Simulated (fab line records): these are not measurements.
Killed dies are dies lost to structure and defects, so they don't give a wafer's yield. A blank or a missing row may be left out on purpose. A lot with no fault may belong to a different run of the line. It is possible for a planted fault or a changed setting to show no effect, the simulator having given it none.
One fault through the eyes of 2 desks + flow n5_finfet + each desk has only its own numbers; what lay behind them comes last

## THE TOOL OWNER'S DESK: litho_track-04
The tool's own readings at N5_BEOL_M12_COAT_65 (time 60 s, resist thk 300 nm): means of the sampled wafers that have a number, for each lot that ran on this tool. Marked OUT: a lot whose mean sits more than 4 standard deviations from the usual mean, which makes it out of limits; the brackets give that distance.
Columns: A = chill_plate_temp_C at N5_BEOL_M12_COAT_65, usual 23.01 C; B = spin_speed_rpm at N5_BEOL_M12_COAT_65, usual 1500.1 rpm
| lot  | first seen here | A     | B                |
|------|-----------------|-------|------------------|
| L329 | day 10 22:20    | 22.89 | 1500.1           |
| L331 | day 11 01:24    | 23.04 | 1500.5           |
| L332 | day 11 17:55    | 23.07 | 1499.7           |
| L333 | day 11 18:39    | 22.96 | 1458.0 (-58) OUT |
| L334 | day 12 03:54    | 22.93 | 1458.6 (-57) OUT |
| L349 | day 15 18:11    | 22.92 | 1500.1           |
| L352 | day 16 11:00    | 23.17 | 1500.4           |
Finding of this desk: L333, L334 out of limits; the first was L333 at day 11 18:39, on spin_speed_rpm at N5_BEOL_M12_COAT_65. Within limits: L329, L331, L332, L349, L352.

## AT THE METROLOGY DESK
What the gauges read, lot by lot, whatever tool the lot ran on: means of the sampled wafers that have a number. Marked OUT: a lot whose mean sits more than 4 standard deviations from the usual mean, which makes it out of limits; the brackets give that distance.
Columns: A = cd_nm at N5_BEOL_M12_CD_MEAS_10, usual 139.9 nm
| lot  | first seen here | A     |
|------|-----------------|-------|
| L329 | day 10 21:37    | 137.8 |
| L331 | day 11 00:47    | 139.4 |
| L332 | day 11 17:17    | 139.0 |
| L333 | day 11 17:54    | 139.4 |
| L334 | day 12 03:17    | 141.2 |
| L339 | day 13 08:13    | 141.6 |
| L346 | day 14 10:47    | 140.0 |
| L349 | day 15 17:17    | 140.1 |
| L347 | day 15 18:05    | 140.4 |
| L352 | day 16 10:06    | 139.7 |
| L351 | day 16 12:01    | 142.4 |
This desk's finding: nothing out of limits on any of the 11 lots.

## TAKEN TOGETHER
On L333, L334, at day 11 18:39, an alarm was possible from the tool owner's desk.
Nothing out of limits was seen by the metrology desk.
The metrology desk has L333, L334 on record, within its limits.
N5_BEOL_M12_COAT_65 was run on litho_track-04 by each of the lots named.

## WHAT THE SIMULATOR HAD INSERTED
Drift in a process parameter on litho_track-04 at N5_BEOL_M12_COAT_65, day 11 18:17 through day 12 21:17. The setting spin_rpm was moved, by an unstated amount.
Shown lots that were struck: L333, L334.
Each desk's first reading out of limits, in hours after the fault started: the tool owner's desk, 0.
